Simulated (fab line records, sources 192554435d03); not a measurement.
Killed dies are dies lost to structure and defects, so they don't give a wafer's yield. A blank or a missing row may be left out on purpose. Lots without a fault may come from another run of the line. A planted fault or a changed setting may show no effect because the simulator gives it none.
fab line records | flow n5_finfet
record lots=8 wafers=21 last_day=17
route steps=1938 shown FIN_CUT@178 STI_FIN_REVEAL@183 BEOL_M4@1111 PASSIVATION@1936
lots that met no fault: from a run of the same line without faults
start_h: hours from the record's first day to the start of the lot's first wafer shown | wait_h: hours since the lot's step before | " the same as in the row above | L1.1+2: a row that stands for several wafers | - no value, or no start given | * or withheld: withheld | < > ~ a bound
route shown NAME@n: a module of which the file shows steps, and the number in the route of the first | usual: mean/standard deviation of fault-free wafers | same: alike in all rows | chamber/n: place in a boat | sites: the reading at each site | _std_site: their standard deviation | _edge_site: outer sites' mean less inner sites' | radius_mm: how far each site lies from the wafer's centre | mask NAME#n: copy n | behind: the tool/chamber that last shaped the wafer | hold: why the lot was held/for how many hours/how that ended | device: the transistor (n, p or np) that didn't switch | end of line: the same wafers' tests at the end of the route | a step without rows: its recipe alone | killed: dies lost to structure and defects at the first sort, not the wafer's yield | map: a wafer's dies, x killed, . not, _ none there
set.NAME: the setting as run; set.NAME@STEP: as run at that earlier step | model.NAME: the simulator's own value behind a step, which no gauge read
steps of the route over a sample of lots; a table a step, a row a wafer
services: from which hour (start_h, from the record's first day; less than 0 if before it) a tool's chamber was out of use, for how many hours, and why
## steps
# step N5_FIN_CUT_STRIP_22
# recipe chemistry=N2/H2 power_w=500 temp_c=40 pressure_mtorr=50 rf_frequency_hz=6e+07 overash_fraction=0.3 bias_power_w=8 h2_frac=0.5 n2_flow_sccm=300 h2_flow_sccm=300
# usual chamber_pressure_mTorr=50.00/0.14 drypump_motor_current_A=5.9/0.48 oes_product_au=0.79/0.097 rf_vpp_V=54.1/2.3 showerhead_plenum_p_Torr=3.31/0.06 throttle_valve_pct=19.0/0.43
# columns lot.wafer tool chamber start_h wait_h chamber_pressure_mTorr drypump_motor_current_A oes_product_au rf_hours_counter_h rf_vpp_V showerhead_plenum_p_Torr throttle_valve_pct
L777.2 rie_diel-03 2 70.30 0.1 49.76 5.6 0.75 154 51.1 3.36 19.2
L777.4 " 0 " " 49.91 5.9 0.68 248 58.8 3.44 19.6
L777.5 " 3 " " 50.10 5.0 0.74 - 51.3 3.21 19.0
L778.4 rie_diel-01 1 76.49 0.1 50.14 5.8 0.94 - 50.8 3.27 18.4
L778.5 " 3 " " 49.87 6.7 0.76 - 52.2 3.38 18.9
L778.6 " 0 " " 50.05 6.1 0.70 - 57.2 3.30 18.8
L780.3 rie_diel-06 3 91.16 0.1 49.89 5.0 0.77 143 52.8 3.22 18.9
L780.6 " 0 " " 49.90 6.2 0.92 - 49.8 3.29 18.7
L785.3 rie_diel-01 2 118.84 0.0 49.89 6.1 0.65 241 55.1 3.32 19.8
L785.6 " 1 " " 49.79 5.9 0.88 - 54.7 3.26 18.4
L787.2 rie_diel-01 0 130.46 0.1 49.99 6.1 1.00 0 55.8 3.30 18.4
L787.3 " 2 " " 50.11 6.0 0.66 245 56.3 3.32 19.8
L788.2 rie_diel-01 3 135.43 0.1 49.94 6.7 0.76 142 56.8 3.37 18.9
L788.3 " 1 " " 50.09 5.9 0.89 48 48.4 3.26 18.4
L788.4 " 0 " " 50.25 6.1 1.00 1 53.4 3.30 18.4
L789.1 rie_diel-06 3 142.37 0.0 49.71 5.0 0.75 160 50.7 3.22 19.0
L789.2 " 2 " " 50.21 5.8 0.74 169 56.7 3.34 18.7
L789.4 " 1 " " 50.08 5.3 0.71 197 51.4 3.21 19.4
L791.2 rie_diel-01 0 154.08 0.0 49.68 6.2 0.95 8 54.5 3.29 18.4
L791.3 " 3 " " 50.08 6.7 0.76 149 52.9 3.37 19.0
L791.4 " 3 " " 49.82 6.7 0.74 - 53.6 3.37 19.0
# step N5_STI_FIN_REVEAL_ALD_00
# recipe material=SiO2 target_thk_a=10 temp_c=300 ald_precursor_family=BDEAS ald_co_reactant=O2-plasma pulse_time_s=1 pressure_torr=2
# usual heater_power_w=454/48 precursor_pulse_height_rel=1.000/0.021
# columns lot.wafer tool chamber start_h wait_h heater_power_w precursor_pulse_height_rel
L777.2 ald_sin-01 2 70.49 0.0 462 0.959
L777.4 " 0 " " 388 1.020
L777.5 " 3 " " 450 1.030
L778.4 ald_sin-01 1 76.69 0.1 422 1.003
L778.5 " 1 " " 427 1.030
L778.6 " 2 " " 445 0.989
L780.3 ald_sin-02 0 92.94 1.6 585 0.985
L780.6 " 3 " " 473 0.979
L785.3 ald_sin-01 3 119.35 0.4 443 0.987
L785.6 " 0 " " 390 1.039
L787.2 ald_sin-01 2 130.66 0.0 450 1.003
L787.3 " 0 " " 385 0.984
L788.2 ald_sin-04 1 135.63 0.0 466 0.998
L788.3 " 2 " " 490 1.007
L788.4 " 3 " " 395 0.989
L789.1 ald_sin-04 0 142.57 0.0 491 0.984
L789.2 " 3 " " 389 1.015
L789.4 " 1 " " 473 1.020
L791.2 ald_sin-01 0 154.50 0.2 403 1.025
L791.3 " 2 " " 454 0.997
L791.4 " 3 " " 453 0.993
# step N5_STI_FIN_REVEAL_ETCHBACK_08
# recipe chemistry=C4F6/O2 target=SiO2 target_depth_a=305 time_s=10.167 ion_energy_ev=250 pressure_mtorr=30 source_w=345 bias_w=185 Ar_flow_sccm=300 C4F6_flow_sccm=10 O2_flow_sccm=10
# usual chamber_pressure_mTorr=30.001/0.028 drypump_motor_current_A=5.6/0.34 oes_f_703_au=0.78/0.085 oes_product_au=0.78/0.084 rf_vpp_V=663/12 showerhead_plenum_p_Torr=2.88/0.088 throttle_valve_pct=21.04/0.24
# columns lot.wafer tool chamber start_h wait_h chamber_pressure_mTorr drypump_motor_current_A oes_f_703_au oes_product_au rf_hours_counter_h rf_vpp_V showerhead_plenum_p_Torr throttle_valve_pct
L777.2 rie_diel-05 1 76.88 0.2 29.986 5.4 0.70 0.70 222 666 2.81 21.35
L777.4 " 3 " " 29.991 5.7 0.73 0.74 166 686 2.84 20.98
L777.5 " 2 " " 29.998 5.8 0.74 0.73 - 656 2.95 20.69
L778.4 rie_diel-05 2 82.51 0.1 30.008 5.8 0.74 0.74 158 658 2.95 20.72
L778.5 " 2 " " 29.981 5.8 0.74 0.73 - 656 2.95 20.70
L778.6 " 1 " " 30.019 5.4 0.70 0.69 - 667 2.81 21.37
L780.3 rie_diel-04 0 98.87 0.1 30.000 5.9 0.76 0.77 146 665 2.84 20.94
L780.6 " 2 " " 29.932 5.7 0.80 0.77 - 648 2.98 21.38
L785.3 rie_diel-04 3 125.11 0.2 30.021 5.0 0.96 0.95 16 668 3.04 20.94
L785.6 " 1 " " 30.027 5.4 0.70 0.69 - 655 2.79 20.96
L787.2 rie_diel-05 2 136.28 0.2 30.028 5.8 0.72 0.71 176 656 2.95 20.74
L787.3 " 0 " " 29.992 5.6 0.89 0.88 33 668 2.98 20.82
L788.2 rie_diel-04 1 141.47 0.2 29.990 5.4 0.70 0.69 249 656 2.79 20.98
L788.3 " 3 " " 29.993 5.0 0.95 0.93 22 668 3.03 20.94
L788.4 " 2 " " 29.976 5.7 0.79 0.76 162 646 2.97 21.38
L789.1 rie_diel-02 2 148.29 0.2 30.012 6.6 0.76 0.77 142 669 2.73 21.00
L789.2 " 3 " " 30.005 5.5 0.92 0.89 29 641 2.81 21.22
L789.4 " 3 " " 29.971 5.5 0.92 0.91 - 641 2.81 21.24
L791.2 rie_diel-04 3 160.24 0.3 30.000 5.0 0.93 0.91 31 666 3.03 20.95
L791.3 " 2 " " 30.004 5.7 0.78 0.75 171 644 2.97 21.38
L791.4 " 0 " " 29.983 5.9 0.75 0.75 - 667 2.83 20.97
# step N5_STI_FIN_REVEAL_ETCH_34
# recipe chemistry=H2 mode=isotropic material=Si target=Si target_depth_a=9.7 temp_c=20 pressure_mtorr=4.5 icp_w=300 bias_w=0 h2_flow_sccm=7.5 he_flow_sccm=142.5
# usual chamber_pressure_mTorr=4.500/0.0039 drypump_motor_current_A=5.7/0.37 oes_product_au=1.010/0.015 throttle_valve_pct=25.7/0.43
# columns lot.wafer tool chamber start_h wait_h chamber_pressure_mTorr drypump_motor_current_A oes_product_au rf_hours_counter_h throttle_valve_pct
L777.2 rie_si-04 1 79.22 0.1 4.497 5.6 0.998 62 25.5
L777.4 " 3 " " 4.500 5.9 1.015 180 25.6
L777.5 " 2 " " 4.503 5.7 1.013 - 25.4
L778.4 rie_si-04 0 84.86 0.1 4.508 5.9 1.018 32 26.3
L778.5 " 1 " " 4.496 5.6 0.997 - 25.5
L778.6 " 2 " " 4.497 5.7 1.001 - 25.4
L780.3 rie_si-04 3 101.21 0.1 4.496 5.9 1.424 181 25.6
L780.6 " 0 " " 4.498 5.9 1.018 - 26.3
L785.3 rie_si-04 0 127.76 0.1 4.496 5.9 1.422 33 26.3
L785.6 " 1 " " 4.496 5.6 0.990 - 25.5
L787.2 rie_si-04 2 138.63 0.1 4.500 5.7 1.401 148 25.4
L787.3 " 1 " " 4.505 5.6 1.411 63 25.5
L788.2 rie_si-03 0 143.81 0.1 4.497 5.7 0.971 110 25.9
L788.3 " 2 " " 4.502 6.1 1.022 103 25.6
L788.4 " 1 " " 4.497 5.4 1.003 168 25.7
L789.1 rie_si-06 0 150.64 0.2 4.504 5.9 1.034 42 25.8
L789.2 " 1 " " 4.504 5.4 1.005 170 25.2
L789.4 " 2 " " 4.500 5.0 1.026 66 25.6
L791.2 rie_si-06 1 162.59 0.1 4.495 5.3 1.000 170 25.2
L791.3 " 0 " " 4.496 6.0 1.041 43 25.8
L791.4 " 2 " " 4.494 5.0 1.025 67 25.6
# step N5_STI_FIN_REVEAL_CD_MEAS_22
# recipe target_cd_nm=6.238 pitch_nm=28 polarity=line
# usual cd_nm=6.26/0.26
# columns lot.wafer tool chamber start_h wait_h cd_nm
L777.2 cd_sem-02 - 79.86 0.0 5.81
L777.4 " - " " 6.18
L777.5 " - " " 6.50
L778.4 cd_sem-02 - 85.44 0.0 6.29
L778.5 " - " " 6.32
L778.6 " - " " 6.15
L780.3 cd_sem-03 - 102.08 0.0 5.57
L780.6 " - " " 6.57
L785.3 cd_sem-03 - 128.37 0.0 5.45
L785.6 " - " " 6.23
L787.2 cd_sem-02 - 139.26 0.0 5.52
L787.3 " - " " 4.83
L788.2 cd_sem-03 - 144.42 0.0 6.37
L788.3 " - " " 6.44
L788.4 " - " " 6.25
L789.1 cd_sem-02 - 151.51 0.0 5.68
L789.2 " - " " 6.27
L789.4 " - " " 6.24
L791.2 cd_sem-01 - 163.37 0.0 6.15
L791.3 " - " " 6.19
L791.4 " - " " 6.41
# step N5_BEOL_M4_RC_MEAS_101
# usual DIBL_N=35.8/1.8 DIBL_P=35.9/2.2 IOFF_N=0.16/0.035 IOFF_N_85C=3.0/0.56 IOFF_N_LIN=0.072/0.013 IOFF_N_LONG=5.53e-05/2.2e-06 IOFF_P=0.21/0.04 IOFF_P_85C=3.6/0.6 IOFF_P_LIN=0.099/0.015 ION_N=672/11 ION_P=461/7.4 REXT_N=75.3/1.9 REXT_P=100.6/1.9 SS_N=71.4/0.64 SS_P=73.2/0.67 VT_N=250/3.5 VT_N_LONG=275.0/1.8 VT_N_LVT=99/3.5 VT_P=-251/3.4 VT_P_LONG=-274.9/2.7 VT_P_LVT=-99/3.1
# columns lot.wafer tool chamber start_h wait_h DIBL_N[mV/V] DIBL_P[mV/V] IOFF_N[nA/um] IOFF_N_85C[nA/um] IOFF_N_LIN[nA/um] IOFF_N_LONG[nA/um] IOFF_P[nA/um] IOFF_P_85C[nA/um] IOFF_P_LIN[nA/um] ION_N[uA/um] ION_P[uA/um] REXT_N[ohm.um] REXT_P[ohm.um] SS_N[mV/dec] SS_P[mV/dec] VT_N[mV] VT_N_LONG[mV] VT_N_LVT[mV] VT_P[mV] VT_P_LONG[mV] VT_P_LVT[mV]
L777.2 prober-01 0 209.22 0.2 36.0 35.7 0.15 2.9 0.067 5.32e-05 0.20 3.5 0.095 665 462 73.6 103.9 71.5 72.8 254 274.3 101 -250 -274.5 -100
L777.4 " 0 " " 39.2 39.2 0.21 3.9 0.088 5.3e-05 0.27 4.5 0.118 683 468 73.5 102.4 72.0 74.2 251 275.1 97 -248 -274.2 -95
L777.5 " 0 " " 38.9 39.0 0.20 3.8 0.086 5.31e-05 0.25 4.2 0.111 676 470 73.6 104.0 72.2 73.1 248 274.8 98 -250 -272.3 -96
L778.4 prober-02 0 214.06 0.5 36.3 36.0 0.15 2.9 0.066 5.35e-05 0.18 3.2 0.087 663 455 74.1 98.8 71.7 73.6 251 275.8 99 -253 -275.8 -101
L778.5 " 0 " " 38.0 39.9 0.19 3.6 0.085 5.31e-05 0.26 4.2 0.111 677 462 75.4 98.2 71.8 74.1 249 274.8 95 -249 -276.2 -96
L778.6 " 0 " " 36.0 36.2 0.15 2.9 0.068 5.35e-05 0.19 3.4 0.090 667 458 74.6 100.2 71.1 73.6 249 275.2 98 -251 -276.6 -100
L780.3 prober-01 0 222.42 0.3 31.1 28.3 0.08 1.6 0.033 4.25e-05 0.11 2.1 0.049 633 436 85.2 114.5 70.4 71.9 260 287.3 111 -260 -283.0 -108
L780.6 " 0 " " 36.5 35.5 0.17 3.2 0.077 5.67e-05 0.20 3.6 0.096 687 469 74.6 101.7 71.7 74.4 249 274.8 96 -252 -275.9 -99
L787.2 prober-01 0 273.52 0.2 30.6 28.3 0.06 1.5 0.029 3.79e-05 0.09 1.7 0.039 618 417 88.8 114.2 70.6 71.4 268 288.6 114 -267 -287.1 -113
L787.3 " 0 " " 29.7 27.2 0.06 1.3 0.026 3.87e-05 0.08 1.6 0.037 616 419 87.7 112.2 70.4 71.1 269 286.0 116 -267 -286.3 -115
L785.3 prober-02 0 277.37 0.3 30.4 27.3 0.08 1.6 0.034 4.64e-05 0.13 2.5 0.059 642 450 82.9 113.8 70.3 71.2 261 285.1 109 -254 -274.6 -103
L785.6 " 0 " " 34.0 33.2 0.13 2.6 0.063 5.75e-05 0.20 3.6 0.101 667 462 77.2 102.6 70.4 72.5 252 274.8 100 -247 -268.1 -96
L788.2 prober-01 0 280.65 0.2 37.3 36.3 0.18 3.5 0.081 5.47e-05 0.21 3.6 0.097 672 458 74.1 99.4 72.0 73.2 248 274.3 97 -251 -278.0 -99
L788.3 " 0 " " 37.0 35.8 0.16 3.2 0.075 5.47e-05 0.20 3.5 0.094 682 464 74.5 98.4 70.6 73.4 249 277.0 98 -251 -277.0 -99
L788.4 " 0 " " 32.9 31.6 0.11 2.3 0.058 5.41e-05 0.15 2.7 0.075 661 456 75.3 99.8 70.9 72.5 252 274.0 101 -256 -274.8 -103
L789.1 prober-01 0 284.90 0.0 37.0 36.5 0.16 3.1 0.073 5.74e-05 0.22 3.8 0.104 673 455 75.1 101.3 71.6 73.1 251 273.5 100 -249 -271.9 -98
L789.2 " 0 " " 37.4 37.5 0.17 3.3 0.078 5.63e-05 0.26 4.4 0.118 670 462 75.7 99.8 71.8 74.1 248 273.4 97 -245 -270.2 -94
L789.4 " 0 " " 36.3 36.1 0.17 3.2 0.076 5.81e-05 0.22 3.9 0.108 671 463 75.4 101.7 71.5 73.4 250 275.2 97 -247 -270.4 -97
L791.2 prober-01 0 287.94 0.2 37.1 37.8 0.17 3.3 0.076 5.62e-05 0.21 3.8 0.098 679 458 76.9 102.4 72.1 74.1 246 274.4 98 -251 -277.8 -100
L791.3 " 0 " " 36.5 36.8 0.15 3.0 0.071 5.65e-05 0.20 3.5 0.093 674 468 77.9 101.5 71.4 73.9 251 274.4 97 -255 -279.1 -100
L791.4 " 0 " " 33.7 32.5 0.11 2.3 0.054 5.7e-05 0.15 2.9 0.079 660 454 77.7 100.4 70.9 72.8 255 273.5 102 -255 -278.5 -103
# step N5_PASSIVATION_PROBE_49
# usual defect_limited_yield=91.0/1.5 killed_at_M0_to_M3=34/9.1 killed_at_M4_up=14/5.7 killed_at_contacts=13/5.7 killed_at_front_end=42/12 killed_at_other=4/3.4 killed_dies=106/17 killed_open=70/13 killed_short=34/7.5 sort_bin_5_function=5.2/0.94 sort_bin_6_memory=3.4/0.69 sort_bin_8_speed=0.00/0.029 sort_n_pass=1074/17 sort_yield_pct=91.0/1.5
# same gross_dies=1180 killed_at_back_side=0 sort_bin_4_leakage[%]=0
# columns lot.wafer tool chamber start_h wait_h defect_limited_yield[%] killed_at_M0_to_M3 killed_at_M4_up killed_at_contacts killed_at_front_end killed_at_other killed_dies killed_open killed_short sort_bin_5_function[%] sort_bin_6_memory[%] sort_bin_8_speed[%] sort_n_pass sort_yield_pct[%]
L780.3 prober-02 - 333.64 0.1 91.9 19 24 11 22 19 95 59 36 5.0 3.0 3.14 1048 88.8
L780.6 prober-02 - 333.79 0.3 89.7 28 23 14 50 7 122 72 49 5.6 4.5 0 1058 89.7
L787.2 prober-01 - 368.43 0.1 92.9 28 12 16 28 0 84 54 27 4.7 2.4 77.37 183 15.5
L787.3 prober-01 - 368.48 0.1 89.5 29 16 19 55 5 124 80 44 5.7 4.3 78.05 135 11.4
L785.3 prober-02 - 368.70 0.1 89.0 32 16 8 74 0 130 81 45 5.9 4.3 3.14 1013 85.8
L785.6 prober-02 - 368.85 0.3 90.8 19 13 16 56 5 109 76 33 6.0 2.9 0 1071 90.8
# killed by level:class
L780.3 MOL_CONTACT_COAG:geometric_particle:open=11 BEOL_M4:geometric_particle:open=10 GATE_CUT:geometric_particle:short=8 BEOL_M0_SAQP:geometric_particle:open=6 BEOL_M3:geometric_particle:open=6 BEOL_M4:geometric_particle:short=6 MIM_TOP_ETCH:geometric_particle:open=5 PASS1_CAP:geometric_particle:open=4
L780.6 BEOL_M4:geometric_particle:open=15 BEOL_M3:geometric_particle:open=12 FIN_SAQP:geometric_particle:short=11 MOL_CONTACT_COAG:geometric_particle:open=11 STI_FIN_REVEAL:geometric_particle:open=10 FIN_SAQP:geometric_particle:open=8 BEOL_M0_SAQP:geometric_particle:short=7 GATE_CUT:geometric_particle:short=5
L787.2 MOL_CONTACT_COAG:geometric_particle:open=11 BEOL_M1:geometric_particle:open=8 GATE_CUT:geometric_particle:short=6 STI_FIN_REVEAL:geometric_particle:open=5 ILD0:geometric_particle:open=4 STARTING-WAFER:geometric_particle:open=4 MOL_CONTACT_COAG:geometric_particle:short=4 BEOL_M0_SAQP:geometric_particle:short=4
L787.3 MOL_CONTACT_COAG:geometric_particle:open=16 FIN_SAQP:geometric_particle:short=14 STI_FIN_REVEAL:geometric_particle:open=12 BEOL_M1:geometric_particle:open=11 BEOL_M3:geometric_particle:open=7 FIN_SAQP:geometric_particle:open=6 BEOL_M4:geometric_particle:open=6 DUMMY_GATE:geometric_particle:open=5
L785.3 FIN_SAQP:geometric_particle:open=18 STI_FIN_REVEAL:geometric_particle:open=13 DUMMY_GATE:geometric_particle:open=12 BEOL_M2:geometric_particle:open=10 FIN_SAQP:geometric_particle:short=9 BEOL_M0_SAQP:geometric_particle:short=8 STI_FIN_REVEAL:geometric_particle:short=7 MOL_CONTACT_COAG:geometric_particle:open=6
L785.6 FIN_SAQP:geometric_particle:open=21 MOL_CONTACT_COAG:geometric_particle:open=13 FIN_SAQP:geometric_particle:short=9 STI_FIN_REVEAL:geometric_particle:open=9 BEOL_M4:geometric_particle:open=9 BEOL_M2:geometric_particle:open=5 BEOL_M0_SAQP:geometric_particle:short=4 STI_FIN_REVEAL:geometric_particle:short=3
## services
# columns tool chamber start_h hours kind
ald_sin-04 3 48.05 11.2 repair
rie_diel-01 2 60.91 23.0 repair
rie_diel-01 - 62.44 2.8 pm
rie_si-06 - 64.93 0.8 repair
rie_diel-06 1 71.21 24.2 repair
ald_sin-04 - 85.25 14.0 pm
rie_diel-04 - 86.97 0.2 repair
rie_diel-05 1 89.57 3.7 repair
rie_diel-01 0 103.00 - clean
rie_diel-01 0 103.00 - consumable_replace:focus_ring
rie_diel-01 0 103.00 27.2 scheduled_down
rie_diel-01 0 103.00 27.2 vent_cycle
rie_diel-03 1 103.40 9.8 repair
rie_diel-04 3 103.87 1.6 repair
ald_sin-01 1 118.26 2.5 repair
rie_diel-02 2 123.38 3.3 repair
rie_diel-02 3 124.20 18.9 repair
rie_diel-05 2 127.78 5.4 repair
rie_diel-04 0 133.20 5.6 repair
rie_si-03 1 134.56 6.4 repair
rie_diel-01 2 143.72 - clean
rie_diel-01 2 143.72 - consumable_replace:focus_ring
rie_si-03 - 158.67 28.1 pm
rie_diel-01 3 161.64 11.6 repair
## key
first_sign step=N5_STI_FIN_REVEAL_ETCH_34 reading=oes_product_au direction=up sigmas=27 usual=1.010 struck=1.415
effect step=N5_STI_FIN_REVEAL_CD_MEAS_22 reading=cd_nm direction=down sigmas=3.6 usual=6.26 struck=5.34
effect step=N5_BEOL_M4_RC_MEAS_101 reading=REXT_P direction=up sigmas=7 usual=100.6 struck=113.7
effect step=N5_BEOL_M4_RC_MEAS_101 reading=VT_N_LONG direction=up sigmas=6.4 usual=275.0 struck=286.8
effect step=N5_BEOL_M4_RC_MEAS_101 reading=IOFF_N_LONG direction=down sigmas=6.4 usual=5.53e-05 struck=4.14e-05
effect step=N5_BEOL_M4_RC_MEAS_101 reading=REXT_N direction=up sigmas=5.8 usual=75.3 struck=86.1
effect step=N5_BEOL_M4_RC_MEAS_101 reading=ION_P direction=down sigmas=4.1 usual=461 struck=431
effect step=N5_BEOL_M4_RC_MEAS_101 reading=VT_N direction=up sigmas=4.1 usual=250 struck=265
effect step=N5_BEOL_M4_RC_MEAS_101 reading=ION_N direction=down sigmas=3.9 usual=672 struck=627
effect step=N5_BEOL_M4_RC_MEAS_101 reading=VT_N_LVT direction=up sigmas=3.8 usual=99 struck=112
effect step=N5_BEOL_M4_RC_MEAS_101 reading=DIBL_P direction=down sigmas=3.6 usual=35.9 struck=27.8
effect step=N5_BEOL_M4_RC_MEAS_101 reading=IOFF_P_LIN direction=down sigmas=3.5 usual=0.099 struck=0.046
effect step=N5_BEOL_M4_RC_MEAS_101 reading=VT_P_LVT direction=down sigmas=3.4 usual=-99 struck=-110
effect step=N5_BEOL_M4_RC_MEAS_101 reading=VT_P direction=down sigmas=3.3 usual=-251 struck=-262
effect step=N5_PASSIVATION_PROBE_49 reading=sort_bin_8_speed direction=up sigmas=99+ usual=0.00 struck=40.42
met_at N5_STI_FIN_REVEAL_ETCH_34
struck_lots L780,L785,L787
struck_wafers L780.3,L785.3,L787.2,L787.3
not_acting_at N5_FIN_CUT_STRIP_22,N5_STI_FIN_REVEAL_ALD_00,N5_STI_FIN_REVEAL_ETCHBACK_08
onset_between 84.86 101.21
fault kind=process_parameter_drift tool=rie_si-04 chamber=- onset_h=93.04 steps=N5_STI_FIN_REVEAL_ETCH_34 channel=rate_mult offset=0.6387 shape=step end_h=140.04 scope=struck_wafers_only
